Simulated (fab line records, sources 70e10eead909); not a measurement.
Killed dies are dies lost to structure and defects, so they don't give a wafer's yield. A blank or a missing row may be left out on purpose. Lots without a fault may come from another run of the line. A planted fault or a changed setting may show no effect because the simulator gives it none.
A struck lot beside a sound one | flow nand_harc | 14 steps out of a route of 1159
Sound: wafers L563.3, L563.5, L563.6. Struck: wafers L581.1, L581.5. (L581.2 of the same lot was not struck and is left out.) The cause comes at the end.
At each step with rows: each side's tool, then ch and its chambers, then its first start. Under that, the readings that differ: sound wafers | struck wafers | difference of the means | sigmas: that difference in standard deviations of wafers without a fault.
alike: readings whose means differ by less than 2 such deviations, and words and numbers that are the same on both sides. not compared: withheld readings, readings that some wafer has no value for, bounds like >300 that may hide the same value, and numbers for which the record gives no deviation and whose values overlap.
The two part at a step that has a row with sigmas, a row that says differs or no value, or rows on one side only. Numbers that don't overlap but have no deviation are shown without sigmas and don't part them. A reading that every wafer of one side lacks parts them only if that side has two wafers or more.

NHARC_A_M0_CMP_23: polishes, t overpolish 20 s, target thk 113.75 nm.
  sound on cmp-04 ch 1,2,3, day 19 06:01; struck on cmp-01 ch 0,2, day 23 09:54
  alike: motor_current_A, retaining_ring_pressure_frac, time_to_endpoint_s
NHARC_A_M0_THK_MEAS_24: measures by xrf.
  sound on film_metro-01, day 19 06:16; struck on film_metro-02, day 23 10:10
  alike: thk_nm
then, 1 step without rows for these wafers: NHARC_A_M0_SRD_25.
NHARC_A_M0_INSPECT_27:
  sound on defect_inspect-01, day 19 06:25; struck on defect_inspect-02, day 23 10:19
  alike: raw_defect_count
NHARC_A_M0_PRE_CLEAN_31: time 12 s.
  sound on pecvd-02 ch 1,2, day 19 06:30; struck on pecvd-03 ch 0,2, day 23 10:23
  alike: heater_power_w
NHARC_A_M0_DEP_32: deposits SiCN, target thk 30 nm.
  sound on pecvd-02 ch 1,2, day 19 06:37; struck on pecvd-03 ch 0,2, day 23 10:30
  alike: heater_power_w
then, 5 steps without rows for these wafers: NHARC_A_M1_DEP_00 (deposits SiOC, target thk 182.5 nm); NHARC_A_M1_DEHYDRATE_01 (time 120 s); NHARC_A_M1_HMDS_02 (time 30 s); NHARC_A_M1_COAT_34 (time 65 s); NHARC_A_M1_COAT_03 (resist thk 90 nm).
NHARC_A_M1_SOFTBAKE_04: time 55 s.
  sound on litho_track-04 ch 0, day 19 07:00; struck on litho_track-06 ch 0, day 23 11:00
  reading                  | sound                | struck        | difference                    | sigmas
  heater_power_total_W (W) | 188.44 188.30 188.30 | 222.43 222.42 | +34.08                        | +99 or more
  plate_temp_C (C)         | 104.91 104.98 104.74 | - -           | no value on the struck wafers |
  alike: chill_plate_temp_C
then, 2 steps without rows for these wafers: NHARC_A_M1_EBR_05; NHARC_END_SORT_01.

WHERE THEY PART
Only at NHARC_A_M1_SOFTBAKE_04, within this record.

WHY: what the simulator had put in
Process parameter drift: litho_track-06, from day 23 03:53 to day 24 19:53, at NHARC_A_M1_SOFTBAKE_04. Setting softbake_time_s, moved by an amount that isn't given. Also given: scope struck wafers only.
